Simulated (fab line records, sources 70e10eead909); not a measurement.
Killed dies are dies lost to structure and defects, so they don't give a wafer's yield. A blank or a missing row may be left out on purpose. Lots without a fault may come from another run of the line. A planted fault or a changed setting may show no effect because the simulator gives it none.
fab line records | flow nand_harc | part 2 of 2: steps 19 to 31 of 31
record lots=5 wafers=15 last_day=33
route steps=1302 shown P_GATE@142
lots that met no fault: from a run of the same line without faults
start_h: hours from the record's first day to the start of the lot's first wafer shown | wait_h: hours since the lot's step before | " the same as in the row above | L1.1+2: a row that stands for several wafers | - no value, or no start given | * or withheld: withheld | < > ~ a bound
route shown NAME@n: a module of which the file shows steps, and the number in the route of the first | usual: mean/standard deviation of fault-free wafers | same: alike in all rows | chamber/n: place in a boat | sites: the reading at each site | _std_site: their standard deviation | _edge_site: outer sites' mean less inner sites' | radius_mm: how far each site lies from the wafer's centre | mask NAME#n: copy n | behind: the tool/chamber that last shaped the wafer | hold: why the lot was held/for how many hours/how that ended | device: the transistor (n, p or np) that didn't switch | end of line: the same wafers' tests at the end of the route | a step without rows: its recipe alone | killed: dies lost to structure and defects at the first sort, not the wafer's yield | map: a wafer's dies, x killed, . not, _ none there
set.NAME: the setting as run; set.NAME@STEP: as run at that earlier step | model.NAME: the simulator's own value behind a step, which no gauge read
lots at some steps of the route; a table a step, a row a wafer
services: from which hour (start_h, from the record's first day; less than 0 if before it) a tool's chamber was out of use, for how many hours, and why
## steps
# step NHARC_P_GATE_PRECLEAN_99
# recipe time_s=* temp_c=50 bath_age_min=0 chemistry=SC1
# usual diw_flow_mL_min=1415/4.2 nh4oh_flow_mL_min=28.30/0.09 temp_c=50.01/0.12
# columns lot.wafer tool chamber start_h wait_h diw_flow_mL_min nh4oh_flow_mL_min temp_c
L074.3 wet_bench-09 7 - - 1415 28.44 50.07
L074.2 " 0 " " 1414 28.37 49.96
L074.5 " 3 " " 1413 28.20 50.00
L077.4 wet_bench-09 4 - - 1412 28.41 50.05
L077.6 " 5 " " 1411 28.28 49.87
L077.3 " 1 " " 1428 28.28 50.06
L083.3 wet_bench-05 2 - - 1414 28.43 50.18
L083.5 " 3 " " 1418 28.28 49.79
L083.4 " 5 " " 1410 28.36 50.08
L091.2 wet_bench-09 5 - - 1416 28.50 49.83
L091.1 " 6 " " 1417 28.22 49.85
L091.4 " 1 " " 1417 28.16 50.08
L097.4 wet_bench-09 1 - - 1408 28.22 50.11
L097.5 " 4 " " 1419 28.23 49.98
L097.2 " 6 " " 1415 28.26 49.75
# step NHARC_P_GATE_SRD_100
# columns lot.wafer tool chamber start_h wait_h
L074.3+2+5 wet_bench-09 7,0,3 - -
L077.4+6+3 wet_bench-09 4,5,1 - -
L083.3+5+4 wet_bench-05 2,3,5 - -
L091.2+1+4 wet_bench-09 5,6,1 - -
L097.4+5+2 wet_bench-09 1,4,6 - -
# step NHARC_P_GATE_DEHYDRATE_38
# recipe temp_c=150 time_s=120
# usual plate_temp_C=150.00/0.13
# columns lot.wafer tool chamber start_h wait_h plate_temp_C
L074.2 litho_track-05 0 118.90 - 149.89
L074.3 " 0 " " 149.85
L074.5 " 0 " " 149.91
L077.3 litho_track-05 0 149.74 - 149.93
L077.4 " 0 " " 149.99
L077.6 " 0 " " 149.98
L083.3 litho_track-05 0 199.13 - 150.02
L083.4 " 0 " " 150.14
L083.5 " 0 " " 150.00
L091.1 litho_track-07 0 282.00 - 149.91
L091.2 " 0 " " 149.90
L091.4 " 0 " " 149.71
L097.2 litho_track-02 0 334.53 - 150.04
L097.4 " 0 " " 149.68
L097.5 " 0 " " 149.62
# step NHARC_P_GATE_HMDS_39
# recipe time_s=30
# columns lot.wafer tool chamber start_h wait_h
L074.2+3+5 litho_track-05 0 - -
L077.3+4+6 litho_track-05 0 - -
L083.3+4+5 litho_track-05 0 - -
L091.1+2+4 litho_track-07 0 - -
L097.2+4+5 litho_track-02 0 - -
# step NHARC_P_GATE_COAT_40
# recipe spin_rpm=3000
# columns lot.wafer tool chamber start_h wait_h
L074.2+3+5 litho_track-05 0 - -
L077.3+4+6 litho_track-05 0 - -
L083.3+4+5 litho_track-05 0 - -
L091.1+2+4 litho_track-07 0 - -
L097.2+4+5 litho_track-02 0 - -
# step NHARC_P_GATE_SOFTBAKE_41
# recipe temp_c=122 time_s=95
# usual plate_temp_C=122.00/0.13
# columns lot.wafer tool chamber start_h wait_h plate_temp_C
L074.2 litho_track-05 0 - - 122.05
L074.3 " 0 " " 121.95
L074.5 " 0 " " 122.10
L077.3 litho_track-05 0 - - 122.00
L077.4 " 0 " " 122.07
L077.6 " 0 " " 121.92
L083.3 litho_track-05 0 - - 121.91
L083.4 " 0 " " 122.01
L083.5 " 0 " " 122.32
L091.1 litho_track-07 0 - - 121.84
L091.2 " 0 " " 121.84
L091.4 " 0 " " 121.86
L097.2 litho_track-02 0 - - 121.93
L097.4 " 0 " " 122.09
L097.5 " 0 " " 122.16
# step NHARC_P_GATE_EBR_42
# columns lot.wafer tool chamber start_h wait_h
L074.2+3+5 litho_track-05 0 - -
L077.3+4+6 litho_track-05 0 - -
L083.3+4+5 litho_track-05 0 - -
L091.1+2+4 litho_track-07 0 - -
L097.2+4+5 litho_track-02 0 - -
# step NHARC_P_GATE_EXPOSE_43
# recipe na=0.6 target_cd_nm=720 dose_mj=14.81 mask_id=P_NSD
# columns lot.wafer tool chamber start_h wait_h mask
L074.2+3+5 krf_scanner-02 0 119.18 - P_NSD#0
L077.3+4+6 krf_scanner-01 0 149.90 - P_NSD#0
L083.3+4+5 krf_scanner-02 0 199.41 - P_NSD#0
L091.1+2+4 krf_scanner-02 0 282.15 - P_NSD#0
L097.2+4+5 krf_scanner-04 0 334.81 - P_NSD#0
# step NHARC_P_GATE_PEB_44
# recipe peb_temp_c=118 peb_time_s=85
# usual plate_temp_C=118.01/0.13
# columns lot.wafer tool chamber start_h wait_h plate_temp_C
L074.2 litho_track-07 0 119.24 0.1 117.81
L074.3 " 0 " " 117.93
L074.5 " 0 " " 117.96
L077.3 litho_track-02 0 149.95 0.1 118.17
L077.4 " 0 " " 118.00
L077.6 " 0 " " 118.00
L083.3 litho_track-07 0 199.47 0.1 118.01
L083.4 " 0 " " 118.12
L083.5 " 0 " " 118.12
L091.1 litho_track-02 0 282.21 0.1 118.13
L091.2 " 0 " " 118.03
L091.4 " 0 " " 118.07
L097.2 litho_track-07 0 334.87 0.1 117.89
L097.4 " 0 " " 117.79
L097.5 " 0 " " 117.87
# step NHARC_P_GATE_DEVELOP_45
# recipe time_s=70
# columns lot.wafer tool chamber start_h wait_h
L074.2+3+5 litho_track-07 0 - -
L077.3+4+6 litho_track-02 0 - -
L083.3+4+5 litho_track-07 0 - -
L091.1+2+4 litho_track-02 0 - -
L097.2+4+5 litho_track-07 0 - -
# step NHARC_P_GATE_CD_MEAS_46
# recipe target_cd_nm=720 landing_energy_ev=500
# usual cd_nm=719.4/2.1
# columns lot.wafer tool chamber start_h wait_h cd_nm
L074.2 cd_sem-01 0 119.33 - 720.0
L074.3 " 0 " " 720.3
L074.5 " 0 " " 718.0
L077.3 cd_sem-03 0 150.06 - 715.0
L077.4 " 0 " " 714.5
L077.6 " 0 " " 719.3
L083.3 cd_sem-02 0 199.57 - 720.2
L083.4 " 0 " " 720.0
L083.5 " 0 " " 716.2
L091.1 cd_sem-02 0 282.31 - 720.6
L091.2 " 0 " " 719.4
L091.4 " 0 " " 720.9
L097.2 cd_sem-01 0 334.96 - 722.7
L097.4 " 0 " " 721.2
L097.5 " 0 " " 722.2
# step NHARC_P_GATE_HARDBAKE_47
# recipe temp_c=125 time_s=80
# usual plate_temp_C=125.00/0.14
# columns lot.wafer tool chamber start_h wait_h plate_temp_C
L074.2 litho_track-07 0 119.41 - 124.98
L074.3 " 0 " " 125.15
L074.5 " 0 " " 124.93
L077.3 litho_track-05 0 150.14 - 125.13
L077.4 " 0 " " 124.92
L077.6 " 0 " " 125.17
L083.3 litho_track-02 0 199.65 - 124.86
L083.4 " 0 " " 124.88
L083.5 " 0 " " 125.05
L091.1 litho_track-05 0 282.38 - 124.96
L091.2 " 0 " " 125.19
L091.4 " 0 " " 124.95
L097.2 litho_track-05 0 335.04 - 125.10
L097.4 " 0 " " 125.09
L097.5 " 0 " " 125.13
# step NHARC_P_GATE_DESCUM_48
# recipe time_s=3 o2_flow_sccm=200 ar_flow_sccm=0 bias_power_w=0 chemistry=O2
# usual drypump_motor_current_A=5.9/0.47 oes_product_au=0.997/0.012 rf_vpp_V=57.7/0.9 showerhead_plenum_p_Torr=1.90/0.086 throttle_valve_pct=11.311/0.0089
# columns lot.wafer tool chamber start_h wait_h drypump_motor_current_A oes_product_au rf_hours_counter_h rf_vpp_V showerhead_plenum_p_Torr throttle_valve_pct
L074.3 rie_diel-13 0 119.49 - 4.8 1.003 6.2 58.2 1.95 11.306
L074.2 " 2 " " 6.3 1.005 7.8 57.3 2.02 11.320
L074.5 " 1 " " 5.4 0.996 - 57.7 1.97 11.308
L077.4 rie_diel-05 3 150.22 - 6.4 1.006 5.4 57.6 1.85 11.301
L077.3 " 0 " " 6.6 1.007 5.3 57.5 1.83 11.308
L077.6 " 2 " " 5.7 0.996 - 58.7 1.98 11.313
L083.4 rie_diel-09 3 199.73 - 6.2 1.016 3.5 57.2 1.78 11.312
L083.3 " 1 " " 6.3 1.015 3.0 57.9 1.98 11.298
L083.5 " 2 " " 5.8 1.002 - 57.5 1.82 11.315
L091.4 rie_diel-09 1 282.46 - 6.4 1.003 7.9 57.4 1.97 11.323
L091.2 " 2 " " 5.8 1.001 8.1 55.6 1.82 11.309
L091.1 " 0 " " 5.9 0.992 7.5 58.0 1.82 11.313
L097.4 rie_diel-13 3 335.13 - 5.6 0.977 8.2 58.3 1.85 11.296
L097.2 " 1 " " 5.4 1.001 8.8 57.5 1.96 11.324
L097.5 " 3 " " 5.6 0.981 - 58.3 1.85 11.304
## services
# columns tool chamber start_h hours kind
wet_bench-05 - 84.80 8.0 pm
krf_scanner-02 - 93.51 0.5 repair
krf_scanner-02 - 94.03 4.0 pm
rie_diel-13 3 95.20 3.8 repair
rie_si-02 - 100.00 9.0 pm
litho_track-05 - 124.01 7.0 pm
rie_diel-09 - 143.10 9.0 pm
wet_bench-07 - 160.00 8.0 pm
rie_diel-05 - 161.51 0.4 repair
rie_diel-13 - 165.00 9.0 pm
wet_bench-09 - 176.80 8.0 pm
krf_scanner-02 - 180.19 1.5 repair
rie_diel-13 0 198.11 16.3 repair
rie_diel-13 1 204.12 13.5 repair
krf_scanner-02 - 223.04 0.8 repair
litho_track-02 - 227.00 7.0 pm
rie_diel-05 - 229.60 9.0 pm
wet_bench-05 - 230.84 3.8 repair
krf_scanner-02 - 231.48 0.8 repair
litho_track-07 - 251.00 7.0 pm
wet_bench-05 - 260.80 8.0 pm
litho_track-05 - 299.01 7.0 pm
rie_diel-09 - 320.10 9.0 pm
rie_diel-09 - 334.83 0.2 repair
